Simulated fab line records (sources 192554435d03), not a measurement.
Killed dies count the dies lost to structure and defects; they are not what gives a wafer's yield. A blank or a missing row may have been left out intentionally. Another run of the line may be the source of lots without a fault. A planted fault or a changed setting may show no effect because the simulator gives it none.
Matching of chambers | flow n5 finfet | 4 sister chambers for N5_SDB_ETCH_18 on rie diel-05
The step etches SOC in N2/H2, target depth 100 nm, overetch 20 nm, time 150 s. 4 wafers are shown with their chamber, then 12 later ones without.

## WAFERS PAIRED WITH THEIR CHAMBERS
wafer  | chamber | drypump motor current A (A)
L085.2 | 1       | 6.5
L085.5 | 2       | 6.3
L087.3 | 3       | 5.4
L087.6 | 0       | 6.5

## WAFERS WITH NO CHAMBER GIVEN
wafer  | drypump motor current A (A)
L088.4 | 5.4
L088.5 | 6.4
L088.6 | 5.4
L090.2 | 6.3
L090.4 | 6.5
L090.6 | 6.4
L093.1 | 6.5
L093.4 | 6.3
L093.5 | 5.4
L097.1 | 6.5
L097.2 | 6.5
L097.6 | 6.5

## WHICH CHAMBER EACH WENT THROUGH
wafer  | from the rows above          | in truth
L088.4 | 3                            | 3
L088.5 | can't be placed: 0 or 1 or 2 | 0
L088.6 | 3                            | 3
L090.2 | 2                            | 2
L090.4 | can't be placed: 0 or 1      | 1
L090.6 | can't be placed: 0 or 1 or 2 | 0
L093.1 | can't be placed: 0 or 1      | 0
L093.4 | 2                            | 2
L093.5 | 3                            | 3
L097.1 | can't be placed: 0 or 1      | 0
L097.2 | can't be placed: 0 or 1      | 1
L097.6 | can't be placed: 0 or 1      | 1
Correct placement for 5 of the 12. Cannot be placed on the basis of these rows: 7; the candidates contain the true chamber in 7. 0 placed wrongly.
How it was worked out, from the rows above alone: a wafer's distance from a chamber is the root of the sum, over the readings, of the square of ((its reading less the chamber's mean) divided by the reading's scatter). The wafer belongs to the nearest chamber; if the next one is less than 2 further off, it can't be placed. Each chamber's mean is taken over the wafers shown for it. The scatter: root of mean squared gap, hidden wafer to nearest shown wafer, with one shown wafer a chamber.
